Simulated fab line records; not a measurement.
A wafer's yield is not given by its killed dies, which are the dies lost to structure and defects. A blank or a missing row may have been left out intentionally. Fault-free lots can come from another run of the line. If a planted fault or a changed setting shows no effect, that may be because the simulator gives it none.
Which of the tools did it?    flow nand_harc    6 lots with 18 wafers sampled at 5 steps, on a route of 1159 steps

== WHAT EACH GAUGE READ, for each wafer ==
NHARC_END_SORT_01.
lot   measured      on         defect_limited_yield (%)
L863  day 22 00:55  prober-01  95.9 96.6 94.7
L867  day 23 15:46  prober-01  0 0 93.4

== TOOL THAT RAN EACH LOT (tool first, then ch and the chambers of the sampled wafers, then the start) ==
lot   NHARC_A_M1_DEP_33                NHARC_A_BONDPAD_DEP_00                      NHARC_A_BONDPAD_ETCH_34             NHARC_A_BONDPAD_ECD_18
L854  pecvd-01 ch 1,2, day 18 00:03    pecvd-02 ch 0,1,2, day 18 00:46             rie_diel-11 ch 2,3, day 18 02:18    ecd_cu-01 ch 0,1, day 18 03:40
L853  pecvd-02 ch 0,1, day 18 04:04    pecvd-01 ch 0,1,2, day 18 04:37             rie_diel-03 ch 2,3, day 18 06:06    ecd_cu-02 ch 0,1, day 18 07:22
L861  pecvd-04 ch 0,1,2, day 19 17:37  pecvd-01 ch 0,1,2, day 19 18:16             rie_diel-03 ch 0,1,2, day 19 19:49  ecd_cu-02 ch 0,1, day 19 21:10
L859  pecvd-04 ch 1,2, day 20 02:55    pecvd-03 ch 0,2, day 20 03:31               rie_diel-03 ch 0,1,2, day 20 05:01  ecd_cu-02 ch 0,1, day 20 06:13
L863  pecvd-01 ch 0,1,2, day 20 15:41  pecvd-01 ch 0,1,2, day 20 17:40 or earlier  rie_diel-03 ch 0,1,3, day 20 17:40  ecd_cu-02 ch 0,1, day 20 19:01
L867  pecvd-02 ch 0,1,2, day 22 02:49  pecvd-01 ch 0,1,2, day 22 03:28             rie_diel-11 ch 0,1,3, day 22 04:56  ecd_cu-02 ch 0,1, day 22 06:17
- NHARC_A_M1_DEP_33: deposits SiCN, target thk 30 nm.
- NHARC_A_BONDPAD_DEP_00: deposits SiCN, target thk 250 nm.
- NHARC_A_BONDPAD_ETCH_34: etches the open film in N2/H2, target depth 60 nm, overetch 18 nm, time 65.91 s.
- NHARC_A_BONDPAD_ECD_18: material Cu, target thk 400 nm.

== THE ANSWER, worked out from the rows above alone ==
Rule: what is usual is taken from the lots themselves. The widest of any qualifying gaps counts: lots, ordered by their means at a reading, are off when they make up no more than a third of the lots, leave a main group of 4 or more, and stand apart from it by 3 or more times the standard deviation of that group's means. The tables above print the reading to a certain number of digits; a main group whose means all agree to those digits is not used. A lot without any number at a reading at which 4 lots or more have one is off too. Any other lot the step has rows for is counted as sound.
No lot is off at any reading shown: from this, nothing can be told.

== WHAT THE SIMULATOR HAD INSERTED ==
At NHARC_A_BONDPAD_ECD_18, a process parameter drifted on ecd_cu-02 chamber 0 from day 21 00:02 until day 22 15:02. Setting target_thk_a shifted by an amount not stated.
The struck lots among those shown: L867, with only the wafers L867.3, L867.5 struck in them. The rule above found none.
